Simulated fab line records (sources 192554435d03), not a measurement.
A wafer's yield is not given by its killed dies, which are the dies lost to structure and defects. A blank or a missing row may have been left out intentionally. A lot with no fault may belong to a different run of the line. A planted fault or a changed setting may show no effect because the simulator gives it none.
fab line records || flow n5_finfet
record {"lots": 4, "wafers": 12, "last_day": 16}
route steps=1938 shown GATE_CUT@494 MOL_CONTACT_COAG@517 PASSIVATION@1936
lots with no fault: from the same line, run without faults
start_h: start of the lot's first displayed wafer, in hours after the record's first day || wait_h: hours from the lot's prior step to this one || " as in the row above || L1.1+2: a row that stands for several wafers || - no value, or no start was given || * or withheld: withheld || < > ~ a bound
route shown NAME@n: a module of which the file shows steps, and the number in the route of the first || usual: the fault-free wafers' mean and standard deviation || same: alike in all rows || chamber/n: place in a boat || sites: readings site by site || _std_site: the standard deviation of these || _edge_site: mean of outer sites minus mean of inner sites || radius_mm: how far each site lies from the wafer's centre || mask NAME#n: copy n || behind: the last tool/chamber to shape the wafer || hold: why the lot was held/for how many hours/how that ended || device: whichever transistor did not switch (one of n, p or np) || end of line: tests run on the same wafers once the route is complete || a step without rows: its recipe alone || killed: not the wafer's yield, but the dies lost to structure and defects at the first sort || map: shows each die of a wafer: x if killed, . if not, _ if none is there
set.NAME: the setting that was run; set.NAME@STEP: the one run at that earlier step || model.NAME: the simulator's own value behind a step, which no gauge read
a table for each step, a row for each wafer; lots at some steps of the route
services: the hour from which a tool's chamber was out of use, counted from the record's first day as start_h (under 0 if before that day), plus the number of hours and why
## steps
# step N5_GATE_CUT_STRIP_38
# recipe {"chemistry": "N2/H2", "temp_c": 40, "n2_flow_sccm": 200, "h2_flow_sccm": 200, "rf_frequency_hz": 6e+07}
# step N5_GATE_CUT_STRIP_39
# recipe {"chemistry": "N2/H2", "temp_c": 40, "n2_flow_sccm": 200, "h2_flow_sccm": 200, "rf_frequency_hz": 6e+07}
# step N5_GATE_CUT_HM_OPEN_40
# recipe {"chemistry": "C4F6/O2", "target": "SiO2", "mask_material": "SiARC", "target_depth_a": 1390, "time_s": 85.1, "ion_energy_ev": 250, "pressure_mtorr": 30, "source_w": 345, "bias_w": 185, "Ar_flow_sccm": 300, "C4F6_flow_sccm": 10, "O2_flow_sccm": 10, "ends": "cleared"}
# step N5_GATE_CUT_STRIP_41
# recipe {"chemistry": "CF4", "resist": "SiARC", "power_w": 300, "bias_power_w": 75, "pressure_mtorr": 50, "cf4_flow_sccm": 150, "rf_frequency_hz": 6e+07}
# step N5_GATE_CUT_STRIP_42
# recipe {"chemistry": "O2", "power_w": 400, "temp_c": 40, "pressure_mtorr": 30, "rf_frequency_hz": 6e+07, "bias_power_w": 0, "overash_fraction": 0.3, "o2_flow_sccm": 225}
# step N5_GATE_CUT_ETCH_19
# recipe {"chemistry": "CH3F/O2", "target": "SiNx", "mask_material": "SiO2", "target_depth_a": 537, "time_s": 76.7, "pressure_mtorr": 30, "source_w": 395, "bias_w": 73, "Ar_flow_sccm": 150, "CH3F_flow_sccm": 30, "O2_flow_sccm": 20, "ion_energy_ev": 120, "ends": "cleared"}
# step N5_GATE_CUT_CUT_ETCH_53
# recipe {"chemistry": "SF6/Cl2", "target": "W", "mask_material": "SiO2", "target_depth_a": 792, "pressure_mtorr": 8, "icp_w": 900, "bias_w": 80, "SF6_flow_sccm": 40, "Cl2_flow_sccm": 60, "ends": "cleared"}
# step N5_GATE_CUT_CUT_ETCH_54
# recipe {"chemistry": "Cl2/BCl3", "target": "TiN", "mask_material": "SiO2", "target_depth_a": 967, "pressure_mtorr": 10, "icp_w": 1000, "bias_w": 126, "Cl2_flow_sccm": 53.25, "bcl3_flow_sccm": 21.75, "Ar_flow_sccm": 25, "ends": "cleared"}
# step N5_GATE_CUT_CUT_ETCH_55
# recipe {"chemistry": "BCl3", "target": "HfO2", "mask_material": "SiO2", "target_depth_a": 32, "ion_energy_ev": 30, "pressure_mtorr": 5, "icp_w": 450, "bias_w": 18, "bcl3_flow_sccm": 80}
# step N5_GATE_CUT_ETCH_47
# recipe {"chemistry": "Cl2/BCl3", "target": "SiO2", "target_depth_a": 100, "pressure_mtorr": 10, "icp_w": 1000, "bias_w": 126, "Cl2_flow_sccm": 53.25, "bcl3_flow_sccm": 21.75, "Ar_flow_sccm": 25}
# step N5_GATE_CUT_VAPOR_ETCH_48
# recipe {"chemistry": "BCl3/Cl2", "target": "TiN", "mode": "isotropic"}
# step N5_GATE_CUT_VAPOR_ETCH_49
# recipe {"chemistry": "BCl3/Cl2", "target": "TiAlC", "mode": "isotropic"}
# step N5_GATE_CUT_VAPOR_ETCH_51
# recipe {"chemistry": "BCl3/Cl2", "target": "HfO2", "mode": "isotropic"}
# usual {"drypump_motor_current_A": "5.61/0.17", "oes_product_au": "0.72/0.12"}
{"lot.wafer": "L978.3", "tool": "rie_metal-03", "chamber": 1, "start_h": 113.15, "wait_h": 0.0, "drypump_motor_current_A": 5.62, "oes_product_au": 0.63}
{"lot.wafer": "L978.5", "tool": "rie_metal-03", "chamber": 1, "start_h": 113.15, "wait_h": 0.0, "drypump_motor_current_A": 5.60, "oes_product_au": 0.63}
{"lot.wafer": "L978.6", "tool": "rie_metal-03", "chamber": 0, "start_h": 113.15, "wait_h": 0.0, "drypump_motor_current_A": 5.54, "oes_product_au": 0.62}
{"lot.wafer": "L982.2", "tool": "rie_metal-02", "chamber": 0, "start_h": 138.08, "wait_h": 0.0, "drypump_motor_current_A": 5.85, "oes_product_au": 0.93}
{"lot.wafer": "L982.3", "tool": "rie_metal-02", "chamber": 0, "start_h": 138.08, "wait_h": 0.0, "drypump_motor_current_A": 5.85, "oes_product_au": 0.94}
{"lot.wafer": "L982.5", "tool": "rie_metal-02", "chamber": 1, "start_h": 138.08, "wait_h": 0.0, "drypump_motor_current_A": 5.64, "oes_product_au": 0.64}
{"lot.wafer": "L983.3", "tool": "rie_metal-03", "chamber": 0, "start_h": 147.04, "wait_h": 0.0, "drypump_motor_current_A": 5.51, "oes_product_au": 0.62}
{"lot.wafer": "L983.4", "tool": "rie_metal-03", "chamber": 1, "start_h": 147.04, "wait_h": 0.0, "drypump_motor_current_A": 5.58, "oes_product_au": 0.63}
{"lot.wafer": "L983.6", "tool": "rie_metal-03", "chamber": 0, "start_h": 147.04, "wait_h": 0.0, "drypump_motor_current_A": 5.52, "oes_product_au": 0.62}
{"lot.wafer": "L993.1", "tool": "rie_metal-03", "chamber": 0, "start_h": 203.47, "wait_h": 0.0, "drypump_motor_current_A": 5.53, "oes_product_au": 0.62}
{"lot.wafer": "L993.3", "tool": "rie_metal-03", "chamber": 1, "start_h": 203.47, "wait_h": 0.0, "drypump_motor_current_A": 5.60, "oes_product_au": 0.61}
{"lot.wafer": "L993.5", "tool": "rie_metal-03", "chamber": 1, "start_h": 203.47, "wait_h": 0.0, "drypump_motor_current_A": 5.61, "oes_product_au": 0.62}
# step N5_GATE_CUT_STRIP_21
# recipe {"chemistry": "N2/H2", "time_s": 30, "power_w": 1000, "temp_c": 250, "pressure_mtorr": "withheld", "n2_flow_sccm": 1750, "h2_flow_sccm": 3250}
# step N5_GATE_CUT_STRIP_29
# recipe {"chemistry": "post_etch_residue_remover", "time_s": 60, "temp_c": 25, "remover_ph": "withheld", "remover_water_wt_pct": "withheld", "remover_fluoride_wt_pct": "withheld"}
# step N5_GATE_CUT_SRD_52
# recipe {"dry": "ipa_marangoni", "time_s": 30, "temp_c": 23, "rinse_liquid": "diw"}
# step N5_GATE_CUT_ALD_22
# recipe {"material": "SiNx", "target_thk_a": 160, "temp_c": 400, "ald_precursor_family": "SiH2I2", "ald_co_reactant": "N2/H2-plasma", "pulse_time_s": 1, "ald_cycles": 320, "purge_time_s": 2, "co_reactant_purge_time_s": 2, "pressure_torr": 2}
# step N5_GATE_CUT_CMP_23
# recipe {"stop_on": "SiO2", "t_overpolish_s": 23.4, "post_cmp_clean": "alkaline_brush", "down_force_psi": 2.5, "platen_rpm": 51.8, "pad_velocity_m_s": 1.0307, "target_thk_nm": 16}
# step N5_GATE_CUT_CMP_43
# recipe {"material": "SiO2", "post_cmp_clean": "rinse_only"}
# step N5_GATE_CUT_CMP_61
# recipe {"stop_on": "SiNx", "t_overpolish_s": 3, "post_cmp_clean": "alkaline_brush", "down_force_psi": 4, "platen_rpm": 27.09, "pad_velocity_m_s": 0.539}
# step N5_MOL_CONTACT_COAG_COAT_103
# recipe {"resist": "SOC", "temp_c": 250, "time_s": 60, "spin_rpm": 1500, "resist_thk_nm": 80}
# step N5_MOL_CONTACT_COAG_COAT_104
# recipe {"resist": "SiARC", "temp_c": 220, "time_s": 60, "spin_rpm": 1500, "resist_thk_nm": 12}
# step N5_MOL_CONTACT_COAG_COAT_58
# recipe {"resist": "underlayer", "temp_c": 205, "time_s": 60, "spin_rpm": 1500, "resist_thk_nm": 10}
# step N5_MOL_CONTACT_COAG_COAT_02
# recipe {"resist": "CAR-EUV", "spin_rpm": 1500, "resist_thk_nm": 30}
# step N5_MOL_CONTACT_COAG_EBR_04
# recipe {"solvent": "PGMEA", "ebr_width_mm": 1.5}
# step N5_MOL_CONTACT_COAG_SOFTBAKE_03
# recipe {"temp_c": 110, "time_s": 60, "resist": "CAR-EUV"}
# step N5_MOL_CONTACT_COAG_EXPOSE_05
# recipe {"mask_id": "CA", "na": 0.33, "source_shape": "annular", "sigma_inner": 0.4, "sigma_outer": 0.8, "polarization": "unpolarized", "defocus_nm": 0, "dose_mj": 38.25}
# step N5_MOL_CONTACT_COAG_PEB_06
# recipe {"peb_temp_c": 100, "peb_time_s": 60, "resist": "CAR-EUV"}
# step N5_MOL_CONTACT_COAG_DEVELOP_07
# recipe {"develop_time_s": 30, "developer": "TMAH", "resist": "CAR-EUV", "rinse_liquid": "surfactant_rinse", "dry": "air_spin", "dev_temp_c": 23}
# step N5_MOL_CONTACT_COAG_DESCUM_13
# recipe {"chemistry": "O2", "time_s": 7, "source_power_w": 50, "bias_power_w": 20, "pressure_mtorr": 20, "rf_frequency_hz": 2.712e+07, "temp_c": 40, "resist": "CAR-EUV", "o2_flow_sccm": 225}
# step N5_MOL_CONTACT_COAG_ETCH_59
# recipe {"chemistry": "N2/H2", "target": "underlayer", "target_depth_a": 130, "mask_material": "CAR-EUV", "time_s": 10.4, "ion_energy_ev": 200, "pressure_mtorr": 30, "source_w": 840, "bias_w": 150, "n2_flow_sccm": 200, "h2_flow_sccm": 200, "ends": "cleared"}
# step N5_MOL_CONTACT_COAG_ETCH_105
# recipe {"chemistry": "CF4", "target": "SiARC", "target_depth_a": 156, "mask_material": "CAR-EUV", "time_s": 26, "ion_energy_ev": 80, "pressure_mtorr": 40, "source_w": 545, "bias_w": 36, "Ar_flow_sccm": 100, "cf4_flow_sccm": 100, "ends": "cleared"}
# step N5_MOL_CONTACT_COAG_ETCH_106
# recipe {"chemistry": "N2/H2", "target": "SOC", "target_depth_a": 800, "overetch_a": 160, "mask_material": "SiARC", "temp_c": 40, "time_s": 120, "ion_energy_ev": 200, "pressure_mtorr": 30, "source_w": 840, "bias_w": 150, "n2_flow_sccm": 200, "h2_flow_sccm": 200}
# step N5_MOL_CONTACT_COAG_STRIP_107
# recipe {"chemistry": "N2/H2", "temp_c": 40, "n2_flow_sccm": 200, "h2_flow_sccm": 200, "rf_frequency_hz": 6e+07}
# step N5_MOL_CONTACT_COAG_STRIP_108
# recipe {"chemistry": "N2/H2", "temp_c": 40, "n2_flow_sccm": 200, "h2_flow_sccm": 200, "rf_frequency_hz": 6e+07}
# step N5_MOL_CONTACT_COAG_CONTACT_ETCH_14
# recipe {"chemistry": "C4F6/O2", "target": "SiO2", "target_depth_a": 275, "overetch_a": 85, "mask_material": "SOC", "pressure_mtorr": 30, "source_w": 370, "bias_w": 185, "Ar_flow_sccm": 300, "C4F6_flow_sccm": 16, "O2_flow_sccm": 10, "time_s": 20, "ion_energy_ev": 259.6}
# step N5_PASSIVATION_PROBE_49
# usual {"defect_limited_yield": "91.5/1.6", "killed_at_M0_to_M3": "33/10", "killed_at_M4_up": "13/5.6", "killed_at_contacts": "13/6", "killed_at_front_end": "39/12", "killed_at_other": "3.0/2.8", "killed_dies": "101/19", "killed_open": "65/13", "killed_short": "32/8.3", "sort_bin_5_function": "5.0/1", "sort_bin_6_memory": "3.1/0.69", "sort_n_pass": "1079/19", "sort_yield_pct": "91.5/1.6"}
# same {"gross_dies": 1180, "killed_at_back_side": 0, "sort_bin_4_leakage[%]": 0, "sort_bin_8_speed[%]": 0}
{"lot.wafer": "L978.6", "tool": "prober-02", "chamber": "-", "start_h": 287.10, "wait_h": 0.3, "defect_limited_yield[%]": 80.7, "killed_at_M0_to_M3": 47, "killed_at_M4_up": 16, "killed_at_contacts": 6, "killed_at_front_end": 154, "killed_at_other": 5, "killed_dies": 228, "killed_open": 66, "killed_short": 36, "sort_bin_5_function[%]": 11.8, "sort_bin_6_memory[%]": 5.5, "sort_n_pass": 952, "sort_yield_pct[%]": 80.7}
{"lot.wafer": "L983.3", "tool": "prober-02", "chamber": "-", "start_h": 323.71, "wait_h": 0.1, "defect_limited_yield[%]": 82.1, "killed_at_M0_to_M3": 28, "killed_at_M4_up": 18, "killed_at_contacts": 17, "killed_at_front_end": 147, "killed_at_other": 1, "killed_dies": 211, "killed_open": 64, "killed_short": 27, "sort_bin_5_function[%]": 12.7, "sort_bin_6_memory[%]": 3.3, "sort_n_pass": 969, "sort_yield_pct[%]": 82.1}
{"lot.wafer": "L983.6", "tool": "prober-02", "chamber": "-", "start_h": 323.86, "wait_h": 0.3, "defect_limited_yield[%]": 81.2, "killed_at_M0_to_M3": 20, "killed_at_M4_up": 13, "killed_at_contacts": 31, "killed_at_front_end": 158, "killed_at_other": 0, "killed_dies": 222, "killed_open": 70, "killed_short": 32, "sort_bin_5_function[%]": 12.6, "sort_bin_6_memory[%]": 3.7, "sort_n_pass": 958, "sort_yield_pct[%]": 81.2}
# killed by level:class
L978.6 GATE_CUT:unspecified=124 BEOL_M0_SAQP:geometric_particle:short=13 BEOL_M0_SAQP:geometric_particle:open=13 BEOL_M2:geometric_particle:open=7 STI_FIN_REVEAL:geometric_particle:open=6 MOL_CONTACT_COAG:geometric_particle:open=5 BEOL_M1:geometric_particle:open=5 BEOL_M4:geometric_particle:open=5
L983.3 GATE_CUT:unspecified=119 MOL_CONTACT_COAG:geometric_particle:open=13 BEOL_M4:geometric_particle:open=12 BEOL_M0_SAQP:geometric_particle:open=11 FIN_SAQP:geometric_particle:short=7 STI_FIN_REVEAL:geometric_particle:open=7 BEOL_M0_SAQP:geometric_particle:short=6 BEOL_M3:geometric_particle:open=6
L983.6 GATE_CUT:unspecified=117 MOL_CONTACT_COAG:geometric_particle:open=22 BEOL_M4:geometric_particle:open=9 MOL_CONTACT_COAG:geometric_particle:short=8 FIN_SAQP:geometric_particle:short=7 DUMMY_GATE:geometric_particle:open=7 FIN_SAQP:geometric_particle:open=6 GATE_CUT:geometric_particle:short=6
# map L978.6 (x killed, . not)
_________________.......x..x.________________
______________...............x.._____________
___________..x.....................__________
__________....................x....._________
________...................x.........._______
_______x..................x............______
______x.......x...x.............x......x_____
_____.x......x........x...........x......____
____............x...xx...x.x.x......x...x.___
___x....x...................x..............__
___..................x..x..................__
__...............x..x.x.x.........x........._
__...x...........xxxxxxxx.x.x..............._
_.x....x.....x.xxxxxxxxxx.x.......x..........
_....x....x.x..xxxxxxxxxxxx...........x...x..
_x............xxxxxxxxxxxxx.x................
_............xxxxxxxxxxxxxx.xxx...x..........
_............x.xxxxxxxxxxxxx...............xx
_x...........x..xxxxxxxxxx.x.x.x.............
_x...x.......xxxxxxxxxxxx.x...........x.....x
_......xx......xxxxxxxxx................x....
__..x..........x..xxxxxx.xx.....x..........x_
__........................x...xx..........x._
___....xx.x..xx.......x.............x.x...x__
___......x........xx............x.x........__
____........xx.....xx..........x......x..x___
_____............x......xx...............____
______.x..................x............._____
_______..........................x....x______
________..................x...x....x.._______
__________.........x................_________
___________....x.....x........x....__________
______________...x..........x..._____________
_________________.......x.xxx________________
# map L983.6 (x killed, . not)
_________________.........x..________________
______________........x........._____________
___________.......x...........x....__________
__________......x...........x......._________
________...x........x........x........_______
_______...........x....................______
______..................x........x......_____
_____..x........x........xx..............____
____................x.............x.......___
___........x..........x.............x......__
___x.x.......x..........x..........x.....xx__
__..............xxx...x...x.......x...x....._
__.............xxx.xxxx.xx.xx.....x........._
_.x......x..x...xxxxxxxxxx.x............x....
_..xx.x.......xxxxxxxxxxxxxxx................
_..............xxxxxxxxxxx............x......
_.......x....xx.xxxxxxxxxxxx....xx...........
_............xx.xxxxxxxxxxx..xx.........x....
_x.......x...xxxxxxxxxxxx.xx....x..x....x.x.x
_..............xxxxxxxxxxxxx............x....
_...x....x......xx.xxxxxxx...x...........xxx.
__......x....x...xx.x...x...............x..._
__x.....x........xx..............x.........._
___.......x.......x..x................x....__
___xx....x..x.........xx....x..............__
____.......................x..x...........___
_____..x..........x...x......x...........____
______x...x..x...x..................xx.._____
_______................................______
________...x.........................._______
__________.........x........xx......_________
___________....x......x...x...x....__________
______________.....x.x.....x.x.._____________
_________________............________________
## services
{"tool": "rie_metal-02", "chamber": 1, "start_h": 99.28, "hours": 7.9, "kind": "repair"}
{"tool": "rie_metal-03", "chamber": 0, "start_h": 161.49, "hours": 16.5, "kind": "repair"}
## key
first_sign {"step": "N5_PASSIVATION_PROBE_49", "reading": "killed_at_front_end", "direction": "up", "sigmas": 9.7, "usual": 39, "struck": 153}
effect {"step": "N5_PASSIVATION_PROBE_49", "reading": "defect_limited_yield", "direction": "down", "sigmas": 6.3, "usual": 91.5, "struck": 81.3}
more_kills_born_at {"N5_GATE_CUT_VAPOR_ETCH_51@rie_metal-03": 360}
met_at N5_GATE_CUT_VAPOR_ETCH_51
struck_wafers L978.6,L983.3,L983.6
fault {"kind": "chamber_particle_source", "tool": "rie_metal-03", "chamber": 0, "onset_h": 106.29, "steps": "N5_GATE_CUT_VAPOR_ETCH_51", "rate_per_visit_cm2": 0.74825, "end_h": 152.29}
